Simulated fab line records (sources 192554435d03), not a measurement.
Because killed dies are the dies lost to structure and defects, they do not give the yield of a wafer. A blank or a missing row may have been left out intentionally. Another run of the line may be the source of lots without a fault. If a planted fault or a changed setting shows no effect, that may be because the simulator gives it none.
fab line records	flow n5-finfet
record lots=9	wafers=26	last-day=17
route steps=1938 shown FIN_SAQP@139 FIN_CUT@160 BEOL_M4@1111 PASSIVATION@1936
lots untouched by any fault: they come from a run of this same line in which no faults occurred
start-h: hours from the record's first day to the start of the lot's first wafer shown	wait-h: hours since the lot's step before	" identical to the entry in the row above	L1.1+2: one row covering several wafers at once	- no value, or no start was given	* or withheld: withheld	< > ~ a bound
route shown NAME@n: a module of which the file shows steps, and the number in the route of the first	usual: mean and standard deviation over wafers with no fault	same: alike in all rows	chamber/n: place in a boat	sites: per-site readings	_std_site: standard deviation of those values	_edge_site: the outer-site mean with the inner-site mean subtracted	radius-mm: how far each site lies from the wafer's centre	mask NAME#n: copy n	behind: tool/chamber where the wafer was last shaped	hold: why the lot went on hold/how many hours it stayed there/how the hold came to an end	device: which transistor (n, p or np) failed to switch	end of line: at the end of the route, the tests of the same wafers	a step without rows: its recipe alone	killed: at the first sort, the dies lost to defects and structure; wafer yield is something else	map: the dies of a wafer, with x for killed, . for not killed, _ for no die there
set.NAME: the setting as run; set.NAME@STEP: as run at that earlier step	model.NAME: the simulator's own value behind a step, which no gauge read
the route's steps for a sample of lots (tables are steps, rows are wafers)
services: a tool's chamber out of use, with start hour (start-h, from the record's first day; less than 0 if before it), hours out, and reason
## steps
# step N5_FIN_SAQP_SPACER2_ETCHBACK_29
# recipe chemistry=CHF3/O2	mode=anisotropic-etchback	target=SiO2	target-depth-a=122	time-s=6.1	pressure-mtorr=30	source-w=650	bias-w=170	Ar_flow_sccm=200	CHF3_flow_sccm=50	O2_flow_sccm=5	ion-energy-ev=200
# usual O2_flow_sccm=4.999/0.015	drypump-motor-current-A=5.7/0.52	oes-product-au=0.82/0.091	rf-vpp-V=523/5.4	showerhead-plenum-p-Torr=2.41/0.094	throttle-valve-pct=18.86/0.19
# same time-s=6.1
lot.wafer	tool	chamber	start-h	wait-h	O2_flow_sccm	drypump-motor-current-A	oes-product-au	rf-hours-counter-h	rf-vpp-V	showerhead-plenum-p-Torr	throttle-valve-pct
L537.2	rie-diel-01	0	32.21	0.2	5.010	6.1	0.76	170	517	2.31	19.06
L537.3	"	2	"	"	4.992	6.4	0.74	199	522	2.38	18.93
L537.4	"	1	"	"	4.975	5.3	0.74	155	523	2.41	18.91
L539.2	rie-diel-06	3	45.87	0.4	5.000	5.1	0.93	13	535	2.55	18.74
L539.4	"	3	"	"	4.975	5.1	0.93	-	537	2.55	18.72
L539.5	"	0	"	"	4.989	5.3	0.68	-	522	2.27	19.16
L540.1	rie-diel-02	2	53.08	0.2	4.981	5.8	0.90	30	516	2.55	18.67
L540.2	"	1	"	"	4.985	5.6	0.94	10	522	2.45	18.52
L540.4	"	0	"	"	4.978	5.8	0.73	250	517	2.48	18.93
L548.1	rie-diel-01	3	100.78	0.2	5.007	5.7	0.94	4	524	2.36	18.81
L548.3	"	0	"	"	4.992	6.1	0.74	192	517	2.30	19.10
L548.4	"	1	"	"	4.989	5.3	0.71	182	522	2.40	18.94
L549.3	rie-diel-02	0	104.59	0.2	5.000	5.8	0.92	13	519	2.47	18.56
L549.4	"	2	"	"	4.999	5.7	0.85	50	516	2.54	18.70
L549.6	"	0	"	"	5.014	5.8	0.92	-	520	2.47	18.56
L552.3	rie-diel-02	3	124.38	0.4	4.994	4.7	0.86	52	524	2.34	18.93
L552.6	"	1	"	"	5.007	5.6	0.88	-	522	2.44	18.57
L556.1	rie-diel-02	1	145.34	0.3	5.029	5.6	0.86	51	521	2.44	18.58
L556.2	"	2	"	"	4.996	5.8	0.82	69	516	2.54	18.72
L556.6	"	1	"	"	5.012	5.6	0.86	-	521	2.44	18.57
L558.1	rie-diel-06	0	157.52	0.2	5.012	5.3	0.92	12	531	2.56	18.81
L558.2	"	3	"	"	5.017	5.2	0.87	45	535	2.53	18.77
L558.6	"	3	"	"	5.013	5.1	0.86	-	537	2.53	18.79
L559.1	rie-diel-06	2	163.89	0.2	5.021	5.4	0.90	29	529	2.56	18.95
L559.3	"	0	"	"	5.008	5.3	0.91	15	530	2.56	18.83
L559.5	"	1	"	"	4.990	6.7	0.80	-	525	2.32	18.87
# step N5_FIN_SAQP_HM_CD_35
# recipe target-cd-nm=8	polarity=line
# usual cd-nm=8.10/0.22
lot.wafer	tool	chamber	start-h	wait-h	cd-nm
L537.2	cd-sem-03	-	32.68	0.1	8.04
L537.3	"	-	"	"	7.80
L537.4	"	-	"	"	8.09
L539.2	cd-sem-01	-	46.43	0.1	8.54
L539.4	"	-	"	"	7.96
L539.5	"	-	"	"	8.20
L540.1	cd-sem-02	-	53.54	0.1	8.19
L540.2	"	-	"	"	8.11
L540.4	"	-	"	"	8.31
L548.1	cd-sem-01	-	101.34	0.1	8.04
L548.3	"	-	"	"	8.20
L548.4	"	-	"	"	7.54
L549.3	cd-sem-03	-	105.06	0.1	8.59
L549.4	"	-	"	"	7.87
L549.6	"	-	"	"	8.07
L552.3	cd-sem-01	-	124.95	0.1	8.01
L552.6	"	-	"	"	8.11
L556.1	cd-sem-01	-	145.91	0.1	8.09
L556.2	"	-	"	"	8.08
L556.6	"	-	"	"	8.51
L558.1	cd-sem-02	-	157.98	0.1	8.16
L558.2	"	-	"	"	8.18
L558.6	"	-	"	"	8.13
L559.1	cd-sem-03	-	164.35	0.1	8.21
L559.3	"	-	"	"	8.28
L559.5	"	-	"	"	8.02
# step N5_FIN_CUT_EXPOSE_05
# recipe mask-id=FIN_CUT	na=0.33	source-shape=annular	sigma-inner=0.35	sigma-outer=0.8	polarization=unpolarized	dose-mj=45.75
# usual exposure-dose-mJ-cm2=45.79/0.11
lot.wafer	tool	chamber	start-h	wait-h	mask	exposure-dose-mJ-cm2
L537.2	euv-scanner-02	0	33.30	-	FIN_CUT#0	45.65
L537.3	"	0	"	"	FIN_CUT#0	45.71
L537.4	"	0	"	"	FIN_CUT#0	45.63
L539.2	euv-scanner-02	0	47.05	-	FIN_CUT#0	45.64
L539.4	"	0	"	"	FIN_CUT#0	45.68
L539.5	"	0	"	"	FIN_CUT#0	45.65
L540.1	euv-scanner-02	0	54.03	-	FIN_CUT#0	45.74
L540.2	"	0	"	"	FIN_CUT#0	45.69
L540.4	"	0	"	"	FIN_CUT#0	45.69
L548.1	euv-scanner-02	0	101.83	-	FIN_CUT#0	43.35
L548.3	"	0	"	"	FIN_CUT#0	43.34
L548.4	"	0	"	"	FIN_CUT#0	43.33
L549.3	euv-scanner-02	0	105.55	-	FIN_CUT#0	43.78
L549.4	"	0	"	"	FIN_CUT#0	43.68
L549.6	"	0	"	"	FIN_CUT#0	43.81
L552.3	euv-scanner-01	0	125.45	-	FIN_CUT#0	45.86
L552.6	"	0	"	"	FIN_CUT#0	45.90
L556.1	euv-scanner-01	0	146.39	-	FIN_CUT#0	45.97
L556.2	"	0	"	"	FIN_CUT#0	45.92
L556.6	"	0	"	"	FIN_CUT#0	45.90
L558.1	euv-scanner-01	0	158.60	-	FIN_CUT#0	45.90
L558.2	"	0	"	"	FIN_CUT#0	45.84
L558.6	"	0	"	"	FIN_CUT#0	45.88
L559.1	euv-scanner-01	0	164.84	-	FIN_CUT#0	45.88
L559.3	"	0	"	"	FIN_CUT#0	45.83
L559.5	"	0	"	"	FIN_CUT#0	45.82
# step N5_FIN_CUT_CD_MEAS_08
# recipe target-cd-nm=29.1	landing-energy-ev=500	detector=se-inlens	polarity=opening
# usual cd-nm=29.07/0.23
lot.wafer	tool	chamber	start-h	wait-h	cd-nm
L537.2	cd-sem-03	0	33.43	-	28.75
L537.3	"	0	"	"	29.02
L537.4	"	0	"	"	29.08
L539.2	cd-sem-01	0	47.18	-	29.06
L539.4	"	0	"	"	29.45
L539.5	"	0	"	"	29.45
L540.1	cd-sem-03	0	54.16	-	29.09
L540.2	"	0	"	"	29.51
L540.4	"	0	"	"	29.30
L548.1	cd-sem-02	0	101.96	-	28.04
L548.3	"	0	"	"	28.28
L548.4	"	0	"	"	28.12
L549.3	cd-sem-01	0	105.67	-	28.60
L549.4	"	0	"	"	28.33
L549.6	"	0	"	"	28.53
L552.3	cd-sem-01	0	125.57	-	29.25
L552.6	"	0	"	"	29.55
L556.1	cd-sem-03	0	146.53	-	29.25
L556.2	"	0	"	"	29.20
L556.6	"	0	"	"	29.10
L558.1	cd-sem-02	0	158.73	-	29.34
L558.2	"	0	"	"	28.98
L558.6	"	0	"	"	29.49
L559.1	cd-sem-01	0	164.97	-	29.02
L559.3	"	0	"	"	29.15
L559.5	"	0	"	"	29.09
# step N5_FIN_CUT_STRIP_24
# recipe chemistry=CF4	resist=SiARC	power-w=300	bias-power-w=75	pressure-mtorr=50	cf4-flow-sccm=150	rf-frequency-hz=6e+07
# usual drypump-motor-current-A=5.6/0.5	oes-product-au=0.75/0.084	rf-vpp-V=270.9/1.5	showerhead-plenum-p-Torr=1.78/0.06	throttle-valve-pct=13.52/0.26
lot.wafer	tool	chamber	start-h	wait-h	drypump-motor-current-A	oes-product-au	rf-hours-counter-h	rf-vpp-V	showerhead-plenum-p-Torr	throttle-valve-pct
L537.2	rie-diel-04	0	34.07	0.0	5.1	0.73	165	268.6	1.72	13.47
L537.3	"	2	"	"	6.3	0.73	175	270.7	1.79	13.85
L537.4	"	0	"	"	5.1	0.73	-	269.4	1.72	13.48
L539.2	rie-diel-03	1	47.72	0.0	4.9	0.97	0	273.8	1.91	13.56
L539.4	"	0	"	"	5.6	0.71	201	271.4	1.78	13.81
L539.5	"	1	"	"	4.9	0.97	-	272.8	1.91	13.58
L540.1	rie-diel-05	2	54.70	0.0	5.6	0.69	201	272.9	1.86	13.44
L540.2	"	1	"	"	5.8	0.73	198	269.0	1.70	13.44
L540.4	"	0	"	"	5.5	0.99	2	270.9	1.83	12.94
L548.1	rie-diel-03	1	102.50	0.0	4.9	0.90	18	273.9	1.90	13.62
L548.3	"	0	"	"	5.6	0.70	218	271.1	1.78	13.80
L548.4	"	3	"	"	5.4	0.69	232	269.1	1.78	13.92
L549.3	rie-diel-05	0	106.21	0.0	5.5	0.91	19	274.0	1.83	12.98
L549.4	"	3	"	"	5.0	0.69	226	270.2	1.76	13.38
L549.6	"	2	"	"	5.6	0.68	-	271.7	1.86	13.49
L552.3	rie-diel-04	2	126.16	0.0	6.3	0.71	201	270.9	1.79	13.90
L552.6	"	3	"	"	6.1	0.78	-	268.9	1.75	13.62
L556.1	rie-diel-05	0	147.07	0.0	5.5	0.90	32	271.5	1.82	13.02
L556.2	"	3	"	"	5.0	0.68	240	269.8	1.76	13.41
L556.6	"	0	"	"	5.5	0.90	-	272.0	1.82	13.02
L558.1	rie-diel-05	2	159.27	0.0	5.7	0.67	230	273.0	1.85	13.52
L558.2	"	0	"	"	5.5	0.89	37	271.4	1.82	13.03
L558.6	"	2	"	"	5.7	0.66	-	272.0	1.85	13.51
L559.1	rie-diel-05	2	165.51	0.0	5.7	0.66	232	271.4	1.85	13.51
L559.3	"	1	"	"	5.8	0.70	233	269.6	1.69	13.54
L559.5	"	1	"	"	5.8	0.70	-	269.7	1.69	13.53
# step N5_BEOL_M4_RC_MEAS_101
# usual DIBL_N=36.1/1.5	DIBL_P=36.1/1.9	IOFF_N=0.159/0.029	IOFF_P=0.21/0.038	ION_N=675/11	ION_P=464/8.1	SS_N=71.5/0.57	SS_P=73.3/0.64	VT_N=249/3.1	VT_P=-250/3.8
lot.wafer	tool	chamber	start-h	wait-h	DIBL_N[mV/V]	DIBL_P[mV/V]	IOFF_N[nA/um]	IOFF_P[nA/um]	ION_N[uA/um]	ION_P[uA/um]	SS_N[mV/dec]	SS_P[mV/dec]	VT_N[mV]	VT_P[mV]
L537.2	prober-01	0	174.34	0.2	36.9	35.9	0.156	0.20	667	456	71.5	72.8	250	-250
L537.3	"	0	"	"	36.2	35.2	0.148	0.19	675	457	71.4	73.0	251	-252
L537.4	"	0	"	"	36.3	34.8	0.152	0.18	658	453	71.5	72.6	253	-252
L539.2	prober-01	0	177.54	0.2	37.8	37.3	0.161	0.24	666	464	71.8	73.8	249	-246
L539.4	"	0	"	"	35.9	34.2	0.137	0.19	672	462	72.3	72.5	250	-249
L539.5	"	0	"	"	36.7	36.4	0.148	0.22	654	454	71.5	73.3	253	-247
L540.1	prober-02	0	192.89	0.1	34.6	34.7	0.141	0.19	683	467	70.9	72.6	250	-252
L540.2	"	0	"	"	36.3	36.2	0.157	0.21	676	466	72.1	73.3	249	-250
L540.4	"	0	"	"	35.7	35.8	0.162	0.21	677	469	71.3	72.5	249	-249
L548.1	prober-01	0	245.48	0.0	33.0	32.4	0.104	0.15	660	446	70.9	72.5	255	-254
L548.3	"	0	"	"	36.2	35.5	0.145	0.18	664	456	71.4	73.0	252	-253
L548.4	"	0	"	"	33.8	33.0	0.109	0.15	668	453	71.1	72.2	256	-254
L549.3	prober-01	0	248.66	0.3	36.7	38.0	0.168	0.23	687	464	71.7	73.1	249	-249
L549.4	"	0	"	"	34.2	34.1	0.113	0.17	656	460	70.8	73.2	256	-254
L549.6	"	0	"	"	36.9	37.7	0.155	0.22	670	470	71.5	74.0	250	-250
L552.3	prober-01	0	266.64	0.3	32.5	32.2	0.111	0.17	667	464	70.8	72.5	253	-254
L552.6	"	0	"	"	35.7	35.1	0.150	0.21	663	458	71.1	73.2	249	-248
L556.1	prober-01	0	281.30	0.0	37.1	36.9	0.177	0.26	686	476	72.1	73.8	245	-245
L556.2	"	0	"	"	36.9	37.2	0.184	0.28	691	481	71.4	73.1	248	-241
L556.6	"	0	"	"	38.5	39.3	0.213	0.31	702	479	72.2	73.5	244	-241
L558.1	prober-02	0	306.03	0.0	37.1	37.1	0.173	0.30	677	479	71.4	73.3	246	-241
L558.2	"	0	"	"	37.5	37.7	0.192	0.32	689	481	72.1	73.7	247	-242
L558.6	"	0	"	"	37.6	37.6	0.198	0.31	686	473	72.0	74.3	245	-244
L559.1	prober-01	0	321.45	0.0	36.2	36.8	0.181	0.23	684	469	71.1	73.3	247	-247
L559.3	"	0	"	"	36.6	36.4	0.180	0.23	680	468	70.9	72.5	246	-248
L559.5	"	0	"	"	34.8	36.0	0.168	0.23	686	473	71.5	73.6	244	-247
# step N5_PASSIVATION_PROBE_49
# usual defect-limited-yield=91.5/1.6	killed_at_M0_to_M3=33/10	killed_at_M4_up=13/5.6	killed-at-contacts=13/6	killed-at-front-end=39/12	killed-at-other=3.0/2.8	killed-dies=101/19	killed-open=65/13	killed-short=32/8.3	sort_bin_5_function=5.0/1	sort_bin_6_memory=3.1/0.69	sort-n-pass=1079/19	sort-yield-pct=91.5/1.6
# same gross-dies=1180	killed-at-back-side=0	sort_bin_4_leakage[%]=0	sort_bin_8_speed[%]=0
lot.wafer	tool	chamber	start-h	wait-h	defect-limited-yield[%]	killed_at_M0_to_M3	killed_at_M4_up	killed-at-contacts	killed-at-front-end	killed-at-other	killed-dies	killed-open	killed-short	sort_bin_5_function[%]	sort_bin_6_memory[%]	sort-n-pass	sort-yield-pct[%]
L552.3	prober-02	-	363.93	0.1	92.4	30	10	6	42	2	90	67	23	4.1	3.2	1090	92.4
L552.6	prober-02	-	364.08	0.3	89.2	37	10	17	61	3	128	79	47	7.0	3.6	1052	89.2
# killed by level:class
L552.3 DUMMY_GATE:geometric-particle:open=13 FIN_SAQP:geometric-particle:open=8 STI_FIN_REVEAL:geometric-particle:open=7 BEOL_M0_SAQP:geometric-particle:open=7 BEOL_M3:geometric-particle:open=6 BEOL_M2:geometric-particle:open=5 MOL_CONTACT_COAG:geometric-particle:open=5 BEOL_M0_SAQP:geometric-particle:short=5
L552.6 FIN_SAQP:geometric-particle:open=14 MOL_CONTACT_COAG:geometric-particle:open=13 STI_FIN_REVEAL:geometric-particle:open=12 BEOL_M1:geometric-particle:short=9 DUMMY_GATE:geometric-particle:open=7 BEOL_M0_SAQP:geometric-particle:short=7 FIN_SAQP:geometric-particle:short=6 BEOL_M3:geometric-particle:open=6
## services
tool	chamber	start-h	hours	kind
euv-scanner-02	-	12.98	1.0	pm
rie-diel-04	3	27.16	7.9	repair
rie-diel-05	0	29.58	-	clean
rie-diel-05	0	29.58	-	consumable-replace:focus-ring
rie-diel-01	0	40.40	11.1	repair
euv-scanner-01	-	40.79	1.0	pm
euv-scanner-01	-	52.68	4.6	pm
rie-diel-04	1	53.11	2.4	repair
euv-scanner-01	-	57.72	0.5	repair
rie-diel-01	3	59.68	14.2	repair
rie-diel-01	-	68.27	2.8	pm
rie-diel-02	1	68.50	2.2	repair
rie-diel-06	0	68.51	6.8	repair
euv-scanner-02	-	69.13	1.0	pm
euv-scanner-02	-	75.12	4.6	pm
rie-diel-06	2	83.58	4.7	repair
rie-diel-02	2	92.12	3.4	repair
euv-scanner-01	-	96.94	1.0	pm
rie-diel-06	-	104.51	28.1	pm
euv-scanner-02	-	109.32	1.3	repair
euv-scanner-02	-	125.28	1.0	pm
euv-scanner-01	-	144.57	1.2	repair
rie-diel-02	0	145.20	4.2	repair
euv-scanner-01	-	153.09	1.0	pm
## key
first-sign step=N5_FIN_CUT_EXPOSE_05	reading=exposure-dose-mJ-cm2	direction=down	sigmas=20	usual=45.79	struck=43.55
effect step=N5_FIN_CUT_CD_MEAS_08	reading=cd-nm	direction=down	sigmas=3.3	usual=29.07	struck=28.32	through=control-loop
met-at N5_FIN_CUT_EXPOSE_05
struck-lots L548,L549
loop-trim step=N5_FIN_CUT_EXPOSE_05	setting=dose	lots=L549
not-acting-at N5_FIN_SAQP_SPACER2_ETCHBACK_29,N5_FIN_SAQP_HM_CD_35,N5_FIN_CUT_STRIP_24
onset-between 54.03 101.83
fault kind=process-parameter-drift	tool=euv-scanner-02	chamber=-	onset-h=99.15	steps=N5_FIN_CUT_EXPOSE_05	channel=dose-mj	offset=-2.3346	shape=step	acts-in=these-recipes-only	stated=45.75
# loop-trim: a control loop set the setting to another value than it would have without faults
